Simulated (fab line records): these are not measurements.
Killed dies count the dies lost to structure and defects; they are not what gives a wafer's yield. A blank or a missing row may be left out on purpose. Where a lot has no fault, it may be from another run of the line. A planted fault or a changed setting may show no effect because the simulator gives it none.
Comparing a struck lot with a sound one -- flow nand harc -- 38 out of 1302 route steps
Sound: the wafers L988.1, L988.4, L988.5. Wafers struck: L106.2, L106.4, L106.6. The cause is given at the end.
Per side, at each step with rows, come the tool, then ch with its chambers, and then its first start. Under that, the readings that differ: sound wafers -- struck wafers -- difference of the means -- sigmas: that difference in standard deviations of wafers without a fault.
alike: words and numbers the same on both sides, and readings whose means are apart by under 2 such deviations; not compared: readings that were withheld, readings missing a value for some wafer, numbers with overlapping values and no deviation given by the record, and bounds like >300 which may hide the same value.
The two part at a step that has a row with sigmas, a row that says differs or no value, or rows on one side only. When numbers do not overlap yet have no deviation, they are printed without sigmas and do not part them. A reading missing from all wafers of one side parts the sides only when that side holds two or more wafers.

first, 6 steps without rows for these wafers: NHARC_A_CHANNEL_FILL_D2_ETCHBACK_20 (etches the open film in C4F8/O2/Ar, target depth 27 nm, time 13.5 s); NHARC_A_CHANNEL_FILL_D2_STRIP_28 (strips in O2, time 20 s); NHARC_A_CHANNEL_FILL_D2_PRECLEAN_21 (cleans in dHF, time 30 s); NHARC_A_CHANNEL_FILL_D2_SRD_23; NHARC_A_CHANNEL_FILL_D2_CVD_05 (deposits poly-Si, target thk 5 nm); NHARC_A_CHANNEL_FILL_D2_ANNEAL_22 (time 7200 s).
NHARC_A_CHANNEL_FILL_D2_ALD_25: deposits SiOx, target thk 60 nm, pulse time 10 s, ald cycles 600.
  sound on ald hk-03 ch 1,3, day 14 21:47; struck on ald hk-02 ch 1,2,3, day 22 16:43
  alike: heater power w, precursor pulse height rel
then, 4 steps without rows for these wafers: NHARC_A_CHANNEL_FILL_D2_ETCHBACK_08 (etches the open film in C4F8, target depth 220 nm, time 110 s); NHARC_A_CHANNEL_FILL_D2_STRIP_29 (strips in O2, time 20 s); NHARC_A_CHANNEL_FILL_D2_PRECLEAN_30 (cleans in dHF, time 30 s); NHARC_A_CHANNEL_FILL_D2_SRD_31.
NHARC_A_CHANNEL_FILL_D2_CVD_09: deposits poly-Si, target thk 150 nm, time 3000 s.
  sound on lpcvd poly-01 ch 0, day 15 05:19; struck on lpcvd poly-03 ch 0, day 23 00:43
reading,sound,struck,difference,sigmas
zone power bottom pct (%),12.9 12.6 12.8,14.4 14.5 14.7,+1.8,+2
zone power top pct (%),21.3 21.1 21.1,16.7 17.1 16.8,-4.3,-2
  alike: spike tc lower C, zone power upper pct
then, 13 steps without rows for these wafers: NHARC_A_CHANNEL_FILL_D2_CMP_10 (polishes, target thk 150 nm); NHARC_A_CHANNEL_FILL_D2_SRD_12; NHARC_A_CHANNEL_FILL_D2_RTA_24 (time 5 s); NHARC_A_STAIRCASE_DEP_156 (deposits SiNx, target thk 50 nm); NHARC_A_STAIRCASE_DEHYDRATE_158 (time 120 s); NHARC_A_STAIRCASE_HMDS_159 (time 30 s); NHARC_A_STAIRCASE_COAT_160; NHARC_A_STAIRCASE_SOFTBAKE_161 (time 170 s); NHARC_A_STAIRCASE_EBR_162; NHARC_A_STAIRCASE_EXPOSE_163 (exposes mask STAIR OPEN); NHARC_A_STAIRCASE_PEB_164 (peb time 130 s); NHARC_A_STAIRCASE_DEVELOP_165 (time 140 s); NHARC_A_STAIRCASE_HARDBAKE_167 (time 140 s).
NHARC_A_STAIRCASE_DESCUM_168: chemistry O2, time 3 s.
  sound on rie diel-12 ch 0,1,2, day 15 10:11; struck on rie diel-08 ch 0,1, day 23 05:35
  alike: drypump motor current A, mfc ar sccm, o2 flow sccm, oes product au, rf vpp V, showerhead plenum p Torr, throttle valve pct
  not compared: rf hours counter h
NHARC_A_STAIRCASE_ETCH_169: etches the open film in CH3F/O2, target depth 50 nm, time 107.1 s.
  sound on rie diel-12 ch 0,2,3, day 15 10:16; struck on rie diel-08 ch 0,1,2, day 23 05:42
  alike: drypump motor current A, mfc ar sccm, o2 flow sccm, oes product au, rf vpp V, showerhead plenum p Torr, throttle valve pct
  not compared: rf hours counter h
NHARC_A_STAIRCASE_ETCH_170: etches the open film in C4F6/O2, target depth 200 nm, time 66.667 s.
  sound: rie diel-12 ch 0,1,3; struck: rie diel-08 ch 0,1,2
  alike: drypump motor current A, mfc ar sccm, o2 flow sccm, oes product au, rf vpp V, showerhead plenum p Torr, throttle valve pct
  not compared: rf hours counter h
NHARC_A_STAIRCASE_STRIP_171: strips in O2.
  sound on plasma asher-01 ch 0,1, day 15 10:32; struck on plasma asher-02 ch 1, day 23 05:56
  alike: drypump motor current A, heater power w
  not compared: rf hours counter h
then, 8 steps without rows for these wafers: NHARC_A_STAIRCASE_STRIP_172 (strips in SPM, time 900 s); NHARC_A_STAIRCASE_PRECLEAN_173 (cleans in SC1); NHARC_A_STAIRCASE_SRD_174; NHARC_A_STAIRCASE_DEHYDRATE_01 (time 120 s); NHARC_A_STAIRCASE_HMDS_02 (time 30 s); NHARC_A_STAIRCASE_COAT_03; NHARC_A_STAIRCASE_SOFTBAKE_04 (time 170 s); NHARC_A_STAIRCASE_EBR_05.
-- break in the record here, with 8 days between the starts of the struck wafers on either side (left off in module A_STAIRCASE, picked up again in module END, where the first step shown is number 1302 on the route) --
NHARC_END_SORT_01:
  only the struck wafers appear in the record here, on prober-02 ch 0 at day 31 17:55; the sound ones have no rows

WHERE THEY PART
Last at NHARC_END_SORT_01 as far as this record goes, first at NHARC_A_CHANNEL_FILL_D2_CVD_09.

WHY: what had been put in by the simulator
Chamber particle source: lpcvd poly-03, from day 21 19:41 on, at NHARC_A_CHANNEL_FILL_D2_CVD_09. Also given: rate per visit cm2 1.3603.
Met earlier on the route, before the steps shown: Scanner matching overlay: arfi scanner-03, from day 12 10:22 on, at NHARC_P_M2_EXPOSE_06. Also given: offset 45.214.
